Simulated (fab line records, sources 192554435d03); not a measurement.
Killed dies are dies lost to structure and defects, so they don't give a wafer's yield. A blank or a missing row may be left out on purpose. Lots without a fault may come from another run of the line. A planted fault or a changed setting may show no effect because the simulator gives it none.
fab line records | flow n5_finfet
record lots=7 wafers=39
route steps=1938 shown FIN_SAQP@134 HKMG_FIN@397 MOL_CONTACT_COAG@581 BEOL_M4@1059 BEOL_M6@1212 BEOL_M8@1332
start_h: hours from the record's first day to the start of the lot's first wafer shown | wait_h: hours since the lot's step before | " the same as in the row above | L1.1+2: a row that stands for several wafers | - no value, or no start given | * or withheld: withheld | < > ~ a bound
route shown NAME@n: a module of which the file shows steps, and the number in the route of the first | usual: mean/standard deviation of fault-free wafers | same: alike in all rows | chamber/n: place in a boat | sites: the reading at each site | _std_site: their standard deviation | _edge_site: outer sites' mean less inner sites' | radius_mm: how far each site lies from the wafer's centre | mask NAME#n: copy n | behind: the tool/chamber that last shaped the wafer | hold: why the lot was held/for how many hours/how that ended | device: the transistor (n, p or np) that didn't switch | end of line: the same wafers' tests at the end of the route | a step without rows: its recipe alone | killed: dies lost to structure and defects at the first sort, not the wafer's yield | map: a wafer's dies, x killed, . not, _ none there
set.NAME: the setting as run; set.NAME@STEP: as run at that earlier step | model.NAME: the simulator's own value behind a step, which no gauge read
lots whose settings were changed on purpose; a table a step, a row a wafer
## steps
# step N5_FIN_SAQP_ETCH_69
# recipe chemistry=N2/H2 target=SOC target_depth_a=1500 stop_on=SiNx ion_energy_ev=100 bias_w=61 pressure_mtorr=30 source_w=850 n2_flow_sccm=200 h2_flow_sccm=200
# columns lot.wafer tool chamber start_h wait_h set.target_depth_a model.SOC_of_FIN_SAQP_COAT_68.thk_nm model.etch.depth_nm
L076.1 rie_diel-05 3 36.89 - 1500 7 53.73
L076.2+5 " 1,2 " " 1500 4.8 55
L076.3 " 2 " " 1500 4.2 55
L076.4 " 0 " " 1500 6.2 54.32
L076.6 " 3 " " 1500 7.2 53.84
L084.1 rie_diel-03 2 85.48 - 1500 6.2 54.21
L084.2+4+6 " 3,0,1 " " 1822 0 55
L084.3 " 1 " " 1500 0.4 55
L084.5 " 0 " " 1500 6.8 53.8
L085.1 rie_diel-04 0 93.81 - 1500 9.2 52.35
L085.2+3+6 " 3,2,3 " " 1864 0 55
L085.4 " 1 " " 1500 3.2 55
L085.5 " 0 " " 1500 8.6 52.85
L088.1 rie_diel-04 3 113.20 - 1500 4.8 54.93
L088.2 " 0 " " 1014 38.2 35.83
L088.3 " 2 " " 1500 6.2 54.3
L088.4 " 0 " " 1014 37.4 36.14
L088.5 " 3 " " 1500 4.6 55
L088.6 " 2 " " 1014 36.2 36.88
L089.1 rie_diel-05 2 117.30 - 1500 6.6 53.83
L089.3 " 1 " " 1500 5.6 54.14
L089.6 " 2 " " 1500 6.6 53.66
L090.1 rie_diel-04 2 122.69 - 1500 5.6 54.6
L090.2+6 " 1 " " 1500 3 55
L090.3 " 3 " " 1074 32.4 39.32
L090.4 " 0 " " 1074 34.2 38.16
L090.5 " 0 " " 1074 34.4 38.16
L092.1 rie_diel-04 0 132.47 - 605.7 62.6 21.49
L092.2 " 3 " " 605.7 61.4 22.11
L092.3 " 1 " " 1500 1.8 55
L092.4 " 2 " " 605.7 61.8 21.88
L092.5 " 3 " " 1500 5.2 54.73
L092.6 " 0 " " 1500 8.4 52.83
# step N5_HKMG_FIN_DEVELOP_48
# recipe develop_time_s=30 developer=TMAH resist=CAR-ArF rinse_liquid=diw dry=air_spin dev_temp_c=23
# columns lot.wafer tool chamber start_h wait_h set.develop_time_s
L076.1+2+5 litho_track-05 0 - - 35.08
L076.3+4+6 " 0 " " 30
L084.1+4+5 litho_track-01 0 - - 13.26
L084.2+3+6 " 0 " " 30
L085.1+2+3+4+5+6 litho_track-05 0 - - 30
L089.1+3+6 litho_track-05 0 - - 30
L088.1+2+6 litho_track-05 0 - - 30
L088.3+4+5 " 0 " " 15.66
L090.1+2+3 litho_track-05 0 - - 24.03
L090.4+5+6 " 0 " " 30
L092.1+2+3+4+5+6 litho_track-03 0 - - 30
# step N5_HKMG_FIN_CD_MEAS_49
# recipe target_cd_nm=202 landing_energy_ev=500 detector=se_inlens polarity=opening
# usual cd_nm=202.3/0.7
# columns lot.wafer tool chamber start_h wait_h set.develop_time_s@HKMG_FIN_DEVELOP_48 cd_nm
L076.1 cd_sem-02 0 86.98 - 35.08 202.5
L076.2 " 0 " " 35.08 202.5
L076.3 " 0 " " 30 201.9
L076.4 " 0 " " 30 201.8
L076.5 " 0 " " 35.08 203.5
L076.6 " 0 " " 30 202.1
L084.1 cd_sem-01 0 130.69 - 13.26 198.0
L084.2 " 0 " " 30 202.5
L084.3 " 0 " " 30 200.7
L084.4 " 0 " " 13.26 198.9
L084.5 " 0 " " 13.26 198.9
L084.6 " 0 " " 30 201.6
L085.1 cd_sem-02 0 146.23 - 30 203.2
L085.2 " 0 " " 30 203.0
L085.3 " 0 " " 30 203.0
L085.4 " 0 " " 30 202.2
L085.5 " 0 " " 30 201.8
L085.6 " 0 " " 30 202.3
L089.1 cd_sem-02 0 162.55 - 30 201.8
L089.3 " 0 " " 30 201.7
L089.6 " 0 " " 30 202.1
L088.1 cd_sem-03 0 167.57 - 30 201.7
L088.2 " 0 " " 30 202.4
L088.3 " 0 " " 15.66 199.4
L088.4 " 0 " " 15.66 198.5
L088.5 " 0 " " 15.66 198.3
L088.6 " 0 " " 30 201.3
L090.1 cd_sem-01 0 169.47 - 24.03 201.0
L090.2 " 0 " " 24.03 201.5
L090.3 " 0 " " 24.03 201.4
L090.4 " 0 " " 30 201.9
L090.5 " 0 " " 30 201.2
L090.6 " 0 " " 30 201.4
L092.1 cd_sem-03 0 181.82 - 30 202.9
L092.2 " 0 " " 30 203.5
L092.3 " 0 " " 30 202.6
L092.4 " 0 " " 30 203.5
L092.5 " 0 " " 30 202.6
L092.6 " 0 " " 30 203.0
# step N5_HKMG_FIN_DESCUM_53
# recipe chemistry=O2 time_s=7.9 source_power_w=50 bias_power_w=20 pressure_mtorr=20 rf_frequency_hz=2.712e+07 temp_c=40 resist=CAR-ArF o2_flow_sccm=225
# columns lot.wafer tool chamber start_h wait_h set.develop_time_s@HKMG_FIN_DEVELOP_48 model.CAR-ArF_of_HKMG_FIN_COAT_43.thk_nm
L076.1+5 rie_diel-04 3,0 87.06 0.0 35.08 83.6
L076.2 " 2 " " 35.08 83.4
L076.3 " 1 " " 30 83.6
L076.4 " 0 " " 30 84
L076.6 " 3 " " 30 83.8
L084.1+4+5 rie_diel-04 3,0,1 130.78 0.0 13.26 84.4
L084.2+6 " 2 " " 30 83.8
L084.3 " 1 " " 30 83.6
L085.1+4+5 rie_diel-03 2,1,3 146.31 0.0 30 83.6
L085.2+6 " 0 " " 30 83.8
L085.3 " 3 " " 30 83.4
L089.1 rie_diel-05 0 162.64 0.0 30 83.4
L089.3+6 " 3,1 " " 30 83.6
L088.1+2+6 rie_diel-05 0,2,2 167.66 0.0 30 83.2
L088.3+4 " 1,3 " " 15.66 83.8
L088.5 " 3 " " 15.66 84.2
L090.1 rie_diel-05 3 169.64 0.1 24.03 84.2
L090.2+3 " 2,0 " " 24.03 84
L090.4+6 " 1 " " 30 83.8
L090.5 " 0 " " 30 84
L092.1+3+4 rie_diel-03 0,1,2 182.15 0.3 30 83.8
L092.2 " 3 " " 30 84.2
L092.5+6 " 1,2 " " 30 84
# step N5_HKMG_FIN_ETCH_54
# recipe chemistry=CF4 target=SiARC target_depth_a=455 mask_material=CAR-ArF time_s=75.8 ion_energy_ev=80 pressure_mtorr=40 source_w=545 bias_w=36 Ar_flow_sccm=100 cf4_flow_sccm=100 ends=cleared
# columns lot.wafer tool chamber start_h wait_h set.develop_time_s@HKMG_FIN_DEVELOP_48 model.HKMG_FIN.cd_offset_nm
L076.1 rie_diel-04 3 87.10 0.0 35.08 0
L076.2 " 2 " " 35.08 0.8
L076.3 " 1 " " 30 0.4
L076.4+6 " 0,3 " " 30 0
L076.5 " 0 " " 35.08 1
L084.1 rie_diel-04 3 130.81 0.0 13.26 -4.2
L084.2 " 2 " " 30 0.2
L084.3 " 1 " " 30 -1
L084.4 " 0 " " 13.26 -3.8
L084.5 " 1 " " 13.26 -3.2
L084.6 " 2 " " 30 -0.4
L085.1 rie_diel-03 2 146.35 0.0 30 1.2
L085.2+3 " 0,3 " " 30 0.8
L085.4 " 1 " " 30 0.2
L085.5 " 3 " " 30 0
L085.6 " 0 " " 30 0.4
L089.1+3 rie_diel-05 0,3 162.68 0.0 30 -0.2
L089.6 " 1 " " 30 0.4
L088.1 rie_diel-05 0 167.70 0.0 30 -0.4
L088.2 " 2 " " 30 0
L088.3 " 1 " " 15.66 -2.2
L088.4 " 3 " " 15.66 -3.8
L088.5 " 3 " " 15.66 -3.6
L088.6 " 2 " " 30 -0.6
L090.1 rie_diel-05 3 169.68 0.0 24.03 -1.2
L090.2 " 2 " " 24.03 -1
L090.3 " 0 " " 24.03 -1.4
L090.4 " 1 " " 30 0.4
L090.5 " 0 " " 30 -1
L090.6 " 1 " " 30 -0.4
L092.1+3 rie_diel-03 0,1 182.18 0.0 30 0.8
L092.2 " 3 " " 30 1
L092.4 " 2 " " 30 1.6
L092.5+6 " 1,2 " " 30 0.6
# step N5_MOL_CONTACT_COAG_ETCH_91
# recipe chemistry=N2/H2 target=SOC target_depth_a=600 overetch_a=210 mask_material=SiARC temp_c=40 time_s=101.2 ion_energy_ev=200 pressure_mtorr=30 source_w=840 bias_w=150 n2_flow_sccm=200 h2_flow_sccm=200
# columns lot.wafer tool chamber start_h wait_h set.time_s model.SiARC_of_MOL_CONTACT_COAG_COAT_76.thk_nm
L076.1+2+6 rie_diel-03 1,3,1 116.33 0.0 101.2 5.8
L076.3+4 " 0 " " 119.9 5.2
L076.5 " 3 " " 119.9 5
L084.1+2+6 rie_diel-03 0,2,3 158.45 0.0 101.2 5.8
L084.3+4 " 3,1 " " 80.19 6.6
L084.5 " 2 " " 80.19 6.8
L085.1 rie_diel-04 1 171.71 0.0 101.2 5.8
L085.2 " 2 " " 101.2 6
L085.3 " 3 " " 101.2 5.6
L085.4 " 2 " " 120.1 5.2
L085.5 " 3 " " 120.1 4.8
L085.6 " 1 " " 120.1 5
L089.1 rie_diel-04 3 189.05 0.0 101.2 5.8
L089.3+6 " 0,2 " " 101.2 6
L088.1+5 rie_diel-03 3 195.56 0.0 101.2 5.8
L088.2 " 0 " " 101.2 6
L088.3+6 " 2,0 " " 119.7 5.2
L088.4 " 1 " " 119.7 4.8
L090.1+3+6 rie_diel-05 0,1,1 196.28 0.0 101.2 6
L090.2+5 " 2 " " 156.8 3.6
L090.4 " 3 " " 156.8 4
L092.1+2+5 rie_diel-05 3,1,0 210.93 0.0 127.4 5
L092.3+4+6 " 0,1,3 " " 101.2 6
# step N5_BEOL_M4_DESCUM_33
# recipe chemistry=O2 time_s=7 source_power_w=50 bias_power_w=20 pressure_mtorr=20 rf_frequency_hz=2.712e+07 temp_c=40 resist=CAR-EUV o2_flow_sccm=225
# columns lot.wafer tool chamber start_h wait_h set.time_s model.CAR-EUV_of_BEOL_M4_COAT_22.thk_nm
L076.1+3+4 rie_diel-04 2,3,3 168.55 0.0 7 26
L076.2+5+6 " 1,1,2 " " 4.355 27.2
L084.1+4+6 rie_diel-04 1,2,1 212.98 0.0 7 26
L084.2+3+5 " 0,3,0 " " 11.14 24.2
L085.1 rie_diel-05 0 224.70 0.1 3.439 28
L085.2+6 " 1 " " 7 26.2
L085.3+5 " 3 " " 3.439 27.8
L085.4 " 0 " " 7 26
L089.1+3 rie_diel-03 0,2 237.58 0.1 7 26.2
L089.6 " 1 " " 7 26
L088.1+5 rie_diel-05 2,3 254.08 0.1 8.488 25.4
L088.2+3+4 " 1,3,2 " " 7 26.2
L088.6 " 1 " " 8.488 25.6
L090.1+2+3+4+5 rie_diel-05 2,0,1,0,1 273.37 0.0 7 26.2
L090.6 " 2 " " 7 26
L092.1 rie_diel-05 0 273.49 0.0 4.33 27.2
L092.2+3 " 1,2 " " 4.33 27.4
L092.4+5+6 " 0,1,2 " " 7 26
# step N5_BEOL_M6_ETCH_62
# recipe chemistry=N2/H2 target=SOC target_depth_a=1100 overetch_a=220 mask_material=SiARC temp_c=40 time_s=165 ion_energy_ev=200 pressure_mtorr=30 source_w=840 bias_w=150 n2_flow_sccm=200 h2_flow_sccm=200
# columns lot.wafer tool chamber start_h wait_h set.time_s model.SiARC_of_BEOL_M6_COAT_60.thk_nm
L076.1 rie_diel-04 1 189.43 0.0 240.1 25.4
L076.2 " 2 " " 165 28.6
L076.3+6 " 3 " " 240.1 25.2
L076.4+5 " 0,2 " " 165 28.8
L084.1 rie_diel-03 3 232.74 0.0 246.3 24.8
L084.2 " 1 " " 165 28
L084.3+6 " 2 " " 165 28.4
L084.4 " 0 " " 246.3 25.4
L084.5 " 3 " " 246.3 24.6
L085.1 rie_diel-05 1 250.38 0.0 86.12 31.8
L085.2 " 2 " " 165 28.4
L085.3+4 " 3,1 " " 86.12 32
L085.5 " 3 " " 165 29
L085.6 " 2 " " 165 28.2
L089.1 rie_diel-05 3 264.49 0.0 165 28.8
L089.3 " 1 " " 165 28.6
L089.6 " 2 " " 165 28.2
L088.1+6 rie_diel-04 1 286.75 0.0 238.5 25.4
L088.2 " 0 " " 165 28.8
L088.3 " 3 " " 165 28.6
L088.4 " 0 " " 238.5 26
L088.5 " 3 " " 165 28.4
L090.1+5 rie_diel-04 2,3 294.22 0.0 165 28.4
L090.2+3 " 3,1 " " 119.2 30.2
L090.4 " 0 " " 165 28.6
L090.6 " 2 " " 119.2 30.4
L092.1+2+6 rie_diel-03 3,2,2 296.33 0.0 102.5 30.8
L092.3 " 0 " " 165 28.6
L092.4 " 1 " " 165 28.2
L092.5 " 1 " " 165 28
# step N5_BEOL_M6_STRIP_68
# recipe chemistry=N2/H2 temp_c=40 n2_flow_sccm=200 h2_flow_sccm=200 rf_frequency_hz=6e+07
# step N5_BEOL_M6_STRIP_67
# recipe chemistry=CF4 resist=SiARC power_w=300 bias_power_w=75 pressure_mtorr=50 cf4_flow_sccm=150 rf_frequency_hz=6e+07
# step N5_BEOL_M6_HM_OPEN_17
# recipe chemistry=Cl2/BCl3 target_depth_a=200 overetch_a=60 target=TiN mask_material=SOC ion_energy_ev=150 pressure_mtorr=10 icp_w=1000 bias_w=126 Cl2_flow_sccm=53.25 bcl3_flow_sccm=21.75 Ar_flow_sccm=25
# columns lot.wafer tool chamber start_h wait_h set.time_s@BEOL_M6_ETCH_62 model.etch.depth_nm
L076.1 rie_metal-01 0 189.62 0.0 240.1 12.72
L076.2 " 1 " " 165 19.86
L076.3 " 1 " " 240.1 12.44
L076.4 " 0 " " 165 20.11
L076.5 " 0 " " 165 19.79
L076.6 " 1 " " 240.1 12.65
L084.1 rie_metal-01 1 232.92 0.0 246.3 11.64
L084.2 " 0 " " 165 19.51
L084.3 " 0 " " 165 19.43
L084.4 " 1 " " 246.3 12.29
L084.5 " 0 " " 246.3 11.51
L084.6 " 1 " " 165 19.81
L085.1 rie_metal-03 1 250.56 0.0 86.12 20.19
L085.2 " 0 " " 165 20.21
L085.3 " 0 " " 86.12 20.06
L085.4 " 1 " " 86.12 20.15
L085.5 " 0 " " 165 20.28
L085.6 " 1 " " 165 20.17
L089.1 rie_metal-01 0 264.68 0.0 165 19.88
L089.3 " 1 " " 165 19.67
L089.6 " 1 " " 165 19.75
L088.1 rie_metal-03 0 286.93 0.0 238.5 12.95
L088.2 " 1 " " 165 19.71
L088.3 " 1 " " 165 20.26
L088.4 " 0 " " 238.5 13.1
L088.5 " 1 " " 165 20.25
L088.6 " 0 " " 238.5 13.01
L090.1 rie_metal-02 0 294.41 0.0 165 19.61
L090.2 " 1 " " 119.2 20.03
L090.3 " 0 " " 119.2 19.76
L090.4 " 1 " " 165 19.97
L090.5 " 0 " " 165 19.94
L090.6 " 1 " " 119.2 19.94
L092.1 rie_metal-02 0 296.52 0.0 102.5 19.38
L092.2 " 1 " " 102.5 19.74
L092.3 " 1 " " 165 19.71
L092.4 " 0 " " 165 19.48
L092.5 " 0 " " 165 19.92
L092.6 " 1 " " 102.5 19.64
# step N5_BEOL_M8_ILD_DEP_00
# recipe material=SiCOH_lowk target_thk_a=1797.5 temp_c=300 precursor=DEMS/porogen pressure_torr=5 rf_w=500 time_s=33.4
# columns lot.wafer tool chamber start_h wait_h set.time_s model.SiCOH_lowk_of_BEOL_M8_ILD_DEP_00.thk_nm
L076.1+4 pecvd-01 0,2 199.76 0.0 33.4 180.4
L076.2 " 1 " " 33.4 179.2
L076.3 " 2 " " 33.4 175.8
L076.5 " 0 " " 33.4 181.8
L076.6 " 1 " " 33.4 182.6
L084.1 pecvd-03 2 247.95 0.0 33.4 182.4
L084.2 " 1 " " 51.29 274.6
L084.3 " 0 " " 33.4 179.4
L084.4 " 1 " " 51.29 278.2
L084.5 " 0 " " 51.29 277.4
L084.6 " 2 " " 33.4 183.8
L085.1 pecvd-01 2 269.16 0.0 33.4 177.2
L085.2 " 1 " " 19.83 103.6
L085.3 " 0 " " 33.4 178
L085.4 " 1 " " 19.83 109.6
L085.5 " 2 " " 19.83 108.4
L085.6 " 0 " " 33.4 180.2
L089.1 pecvd-03 1 278.88 0.0 33.4 178.2
L089.3 " 0 " " 33.4 180
L089.6 " 0 " " 33.4 180.8
L088.1 pecvd-04 2 301.96 0.0 33.4 179.8
L088.2 " 1 " " 33.4 180.4
L088.3 " 0 " " 33.4 179.2
L088.4 " 0 " " 33.4 180.2
L088.5 " 1 " " 33.4 183.6
L088.6 " 2 " " 33.4 183.4
L090.1 pecvd-03 0 305.23 0.0 33.4 179
L090.2 " 2 " " 48.07 253.2
L090.3 " 1 " " 33.4 177.4
L090.4 " 0 " " 48.07 259
L090.5 " 2 " " 33.4 179.8
L090.6 " 1 " " 48.07 257
L092.1 pecvd-04 0 309.38 0.0 33.4 179.8
L092.2 " 1 " " 33.4 181
L092.3 " 0 " " 33.4 182.8
L092.4 " 1 " " 33.4 183.2
L092.5 " 1 " " 33.4 186
L092.6 " 0 " " 33.4 183.8
# step N5_BEOL_M8_CURE_74
# recipe temp_c=385 time_s=240 ambient=He/Ar material=SiCOH_lowk
# columns lot.wafer tool chamber start_h wait_h set.time_s@BEOL_M8_ILD_DEP_00 model.SiCOH_lowk_of_BEOL_M8_ILD_DEP_00.thk_nm
L076.1+4 uv_cure-01 0 199.83 0.0 33.4 155.6
L076.2 " 0 " " 33.4 154.6
L076.3 " 0 " " 33.4 151.6
L076.5 " 0 " " 33.4 156.8
L076.6 " 0 " " 33.4 157.4
L084.1 uv_cure-01 1 248.02 0.0 33.4 157.4
L084.2 " 1 " " 51.29 238
L084.3 " 1 " " 33.4 154.6
L084.4 " 1 " " 51.29 241.2
L084.5 " 1 " " 51.29 240.6
L084.6 " 1 " " 33.4 158.4
L085.1 uv_cure-03 0 269.23 0.0 33.4 152.8
L085.2 " 0 " " 19.83 89
L085.3 " 0 " " 33.4 153.6
L085.4 " 0 " " 19.83 94
L085.5 " 0 " " 19.83 93.2
L085.6 " 0 " " 33.4 155.4
L089.1 uv_cure-01 2 278.96 0.1 33.4 153.8
L089.3 " 2 " " 33.4 155.2
L089.6 " 2 " " 33.4 156
L088.1 uv_cure-02 1 302.02 0.0 33.4 155
L088.2 " 1 " " 33.4 155.6
L088.3 " 1 " " 33.4 154.4
L088.4 " 1 " " 33.4 155.4
L088.5 " 1 " " 33.4 158.4
L088.6 " 1 " " 33.4 158.2
L090.1 uv_cure-02 0 305.29 0.0 33.4 154.4
L090.2 " 0 " " 48.07 219.2
L090.3 " 0 " " 33.4 153
L090.4 " 0 " " 48.07 224.4
L090.5 " 0 " " 33.4 155
L090.6 " 0 " " 48.07 222.6
L092.1 uv_cure-02 2 309.47 0.1 33.4 155.2
L092.2 " 2 " " 33.4 156.2
L092.3 " 2 " " 33.4 157.8
L092.4 " 2 " " 33.4 158
L092.5 " 2 " " 33.4 160.4
L092.6 " 2 " " 33.4 158.6
# step N5_BEOL_M8_THK_MEAS_01
# recipe reads=SiCOH_lowk_of_BEOL_M8_ILD_DEP_00
# usual M8_ILD_THK=155.3/1.8
# columns lot.wafer tool chamber start_h wait_h set.time_s@BEOL_M8_ILD_DEP_00 M8_ILD_THK[nm]
L076.1 film_metro-01 - 200.34 0.4 33.4 155.5
L076.2 " - " " 33.4 154.6
L076.3 " - " " 33.4 151.6
L076.4 " - " " 33.4 155.4
L076.5 " - " " 33.4 156.8
L076.6 " - " " 33.4 157.3
L084.1 film_metro-02 - 248.53 0.4 33.4 157.2
L084.2 " - " " 51.29 238.2
L084.3 " - " " 33.4 154.7
L084.4 " - " " 51.29 241.3
L084.5 " - " " 51.29 240.5
L084.6 " - " " 33.4 158.6
L085.1 film_metro-02 - 269.74 0.4 33.4 152.9
L085.2 " - " " 19.83 89.0
L085.3 " - " " 33.4 153.6
L085.4 " - " " 19.83 94.0
L085.5 " - " " 19.83 93.1
L085.6 " - " " 33.4 155.4
L089.1 film_metro-01 - 279.48 0.4 33.4 153.7
L089.3 " - " " 33.4 155.2
L089.6 " - " " 33.4 156.0
L088.1 film_metro-02 - 302.54 0.4 33.4 155.1
L088.2 " - " " 33.4 155.6
L088.3 " - " " 33.4 154.4
L088.4 " - " " 33.4 155.5
L088.5 " - " " 33.4 158.4
L088.6 " - " " 33.4 158.2
L090.1 film_metro-01 - 305.80 0.4 33.4 154.3
L090.2 " - " " 48.07 219.2
L090.3 " - " " 33.4 153.1
L090.4 " - " " 48.07 224.3
L090.5 " - " " 33.4 155.0
L090.6 " - " " 48.07 222.7
L092.1 film_metro-01 - 309.98 0.4 33.4 155.1
L092.2 " - " " 33.4 156.1
L092.3 " - " " 33.4 157.7
L092.4 " - " " 33.4 157.9
L092.5 " - " " 33.4 160.3
L092.6 " - " " 33.4 158.7
## key
split step=N5_FIN_SAQP_ETCH_69 setting=target_depth_a stated=1500 by=wafer
response step=N5_FIN_SAQP_ETCH_69 reading=model.SOC_of_FIN_SAQP_COAT_68.thk_nm shape=bent at_lowest=61.93 at_stated=5.417 at_highest=0
response step=N5_FIN_SAQP_ETCH_69 reading=model.etch.depth_nm change=+0.471 per=1% r=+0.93
split step=N5_HKMG_FIN_DEVELOP_48 setting=develop_time_s stated=30 by=wafer
response step=N5_HKMG_FIN_CD_MEAS_49 reading=cd_nm change=+0.0548 per=1% r=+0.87
response step=N5_HKMG_FIN_DESCUM_53 reading=model.CAR-ArF_of_HKMG_FIN_COAT_43.thk_nm change=-0.0133 per=1% r=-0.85
response step=N5_HKMG_FIN_ETCH_54 reading=model.HKMG_FIN.cd_offset_nm change=+0.0573 per=1% r=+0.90
split step=N5_MOL_CONTACT_COAG_ETCH_91 setting=time_s stated=101.2 by=wafer
response step=N5_MOL_CONTACT_COAG_ETCH_91 reading=model.SiARC_of_MOL_CONTACT_COAG_COAT_76.thk_nm change=-0.0409 per=1% r=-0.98
split step=N5_BEOL_M4_DESCUM_33 setting=time_s stated=7 by=wafer
response step=N5_BEOL_M4_DESCUM_33 reading=model.CAR-EUV_of_BEOL_M4_COAT_22.thk_nm change=-0.0325 per=1% r=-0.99
split step=N5_BEOL_M6_ETCH_62 setting=time_s stated=165 by=wafer
response step=N5_BEOL_M6_ETCH_62 reading=model.SiARC_of_BEOL_M6_COAT_60.thk_nm change=-0.0696 per=1% r=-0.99
response step=N5_BEOL_M6_HM_OPEN_17 reading=model.etch.depth_nm shape=bent at_lowest=20.13 at_stated=19.87 at_highest=11.81
split step=N5_BEOL_M8_ILD_DEP_00 setting=time_s stated=33.4 by=wafer
response step=N5_BEOL_M8_ILD_DEP_00 reading=model.SiCOH_lowk_of_BEOL_M8_ILD_DEP_00.thk_nm change=+1.77 per=1% r=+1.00
response step=N5_BEOL_M8_CURE_74 reading=model.SiCOH_lowk_of_BEOL_M8_ILD_DEP_00.thk_nm change=+1.54 per=1% r=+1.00
response step=N5_BEOL_M8_THK_MEAS_01 reading=M8_ILD_THK change=+1.54 per=1% r=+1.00
